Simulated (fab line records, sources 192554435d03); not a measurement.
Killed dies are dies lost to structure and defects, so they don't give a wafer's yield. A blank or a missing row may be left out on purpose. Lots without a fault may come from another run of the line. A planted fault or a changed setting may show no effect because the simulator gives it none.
Split-lot experiment | flow n5_finfet | 7 lots, 21 wafers read, on a route of 1938 steps

THE SPLIT
At N5_BEOL_M5_TRENCH_ETCH_37 (etches SiCOH lowk in C4F6/O2, target depth 71.652 nm, time 24.7 s), the setting time_s was moved away from the recipe's 24.7 s on 9 of the 21 wafers read, by +9.5% to +16.9%. The other wafers ran this setting at the recipe's value.

FROM THE SPLIT TO THE READING: what the file shows between them, 13 steps
- N5_BEOL_M5_ETCH_41: etches SiCN in CH3F/O2, target depth 31.5 nm, time 56.7 s
- N5_BEOL_M5_STRIP_91: strips in N2/H2, time 10 s
- N5_BEOL_M5_OCD_MEAS_38
- N5_BEOL_M5_HM_STRIP_39: strips TiN in peroxide tin strip, target depth 25 nm, time 158 s
- N5_BEOL_M5_SRD_40: time 30 s
- N5_BEOL_M5_ECD_50: material Cu, target thk 300 nm
- N5_BEOL_M5_ANNEAL_51: time 90 s
- N5_BEOL_M5_CMP_52: polishes, stops on SiCOH lowk, t overpolish 6.9 s, target thk 62 nm
- N5_BEOL_M5_THK_MEAS_53: measures by xrf
- N5_BEOL_M5_PRE_CLEAN_77: time 15 s
- N5_BEOL_M5_CO_CAP_78: material Co, precursor CCTBA/H2, target thk 2 nm, time 102.1 s
- N5_BEOL_M5_PRE_CLEAN_55: time 15 s
- N5_BEOL_M5_DEP_56: deposits SiCN from 3MS/NH3, target thk 8 nm, time 14 s

THE READING
M5_RS, in ohm/sq, at N5_BEOL_M5_RS_MEAS_57 (measures by four-point-probe). Fault-free wafers of this fab line usually give 0.386 ohm/sq, standard deviation 0.015 ohm/sq.

wafer  | tool, chamber at the split | time_s as run, s | against the recipe | M5_RS, ohm/sq | against lot-mates on the recipe
L081.1 | rie_diel-03, 1             | 24.7             | recipe             | 0.385         | -
L081.2 | rie_diel-03, 3             | 24.7             | recipe             | 0.376         | -
L081.4 | rie_diel-03, 3             | 24.7             | recipe             | 0.372         | -
L083.1 | rie_diel-04, 0             | 27.66            | +12.0%             | 0.346         | no lot-mate on the recipe
L083.2 | rie_diel-04, 3             | 27.66            | +12.0%             | 0.346         | no lot-mate on the recipe
L083.5 | rie_diel-04, 2             | 27.66            | +12.0%             | 0.338         | no lot-mate on the recipe
L084.1 | rie_diel-05, 0             | 24.7             | recipe             | 0.384         | -
L084.5 | rie_diel-05, 0             | 24.7             | recipe             | 0.410         | -
L084.6 | rie_diel-05, 2             | 24.7             | recipe             | 0.394         | -
L086.2 | rie_diel-04, 2             | 27.23            | +10.2%             | 0.341         | -0.036
L086.3 | rie_diel-04, 0             | 24.7             | recipe             | 0.377         | -
L086.4 | rie_diel-04, 3             | 27.23            | +10.2%             | 0.346         | -0.031
L088.1 | rie_diel-03, 3             | 24.7             | recipe             | 0.352         | -
L088.3 | rie_diel-03, 0             | 24.7             | recipe             | 0.354         | -
L088.6 | rie_diel-03, 2             | 24.7             | recipe             | 0.373         | -
L093.1 | rie_diel-03, 3             | 27.05            | +9.5%              | 0.317         | -0.048
L093.3 | rie_diel-03, 1             | 24.7             | recipe             | 0.365         | -
L093.5 | rie_diel-03, 2             | 27.05            | +9.5%              | 0.333         | -0.032
L091.4 | rie_diel-03, 0             | 28.87            | +16.9%             | 0.299         | -0.104
L091.5 | rie_diel-03, 2             | 24.7             | recipe             | 0.403         | -
L091.6 | rie_diel-03, 3             | 28.87            | +16.9%             | 0.293         | -0.110

THE FIT
A straight line over all 21 wafers: M5_RS changes by -0.00422 ohm/sq for each +1% of time_s; r = -0.86; the points scatter about the line by 0.016 ohm/sq.
The same after taking each lot's own level away (the mean of its wafers on the recipe; 18 wafers): -0.00542 ohm/sq for each +1%; r = -0.94; scatter 0.013 ohm/sq.
On that fit, the largest move of time_s shifts the reading by 0.091 ohm/sq.
The lots' own levels span 0.3597 to 0.4030 ohm/sq, that is 2.9 times the standard deviation above.
So the lot-to-lot level changes the slope: the two fits differ.
Check: with one of the wafers moved furthest among these (+16.9%) left out of the fit, the line predicts -0.0832 ohm/sq for it against its lot-mates. It came out at -0.104 ohm/sq against them.

OTHER SPLITS ON THESE WAFERS
These wafers also went through other splits before the reading. Each is held against what the fit with the lots' levels taken away leaves over:
other split on the same wafers  | wafers away from the commonest value | r with M5_RS (lot level and that fit taken away)
N5_BEOL_M1_COAT_73 temp_c       | 7                                    | +0.47
N5_BEOL_M1_DEP_57 time_s        | 10                                   | -0.22
N5_BEOL_M2_SPUTTER_86 time_s    | 11                                   | -0.01
N5_BEOL_M4_DESCUM_16 time_s     | 8                                    | +0.46
N5_BEOL_M4_COAT_76 spin_rpm     | 7                                    | -0.18
N5_BEOL_M5_VIA_ETCH_34 source_w | 8                                    | +0.03

THE WHOLE CHAIN: every reading that the file lists as answering this split, in the file's order
step                      | what it does                                                        | reading                                                                      | change (the file's fit)               | r (the file's)
N5_BEOL_M5_TRENCH_ETCH_37 | etches SiCOH lowk in C4F6/O2, target depth 71.652 nm, time 24.7 s   | BEOL_M5.feature_depth_nm (the simulator's own value, which no gauge read)    | +0.816 nm for each +1% of the setting | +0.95
N5_BEOL_M5_TRENCH_ETCH_37 | etches SiCOH lowk in C4F6/O2, target depth 71.652 nm, time 24.7 s   | etch.depth_nm (the simulator's own value, which no gauge read)               | +0.814 nm for each +1% of the setting | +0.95
N5_BEOL_M5_OCD_MEAS_38    |                                                                     | trench_depth_nm                                                              | +0.817 nm for each +1% of the setting | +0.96
N5_BEOL_M5_CMP_52         | polishes, stops on SiCOH lowk, t overpolish 6.9 s, target thk 62 nm | Cu_of_BEOL_M5_ECD_50.thk_nm (the simulator's own value, which no gauge read) | +0.853 nm for each +1% of the setting | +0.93
N5_BEOL_M5_THK_MEAS_53    | measures by xrf                                                     | M5_THK                                                                       | +0.819 for each +1% of the setting    | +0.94
N5_BEOL_M5_RS_MEAS_57     | measures by four-point-probe                                        | M5_RS                                                                        | -0.00529 for each +1% of the setting  | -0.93

THE FILE'S OWN FIT
M5_RS changes by -0.00529 ohm/sq for each +1% of time_s, r = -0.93.
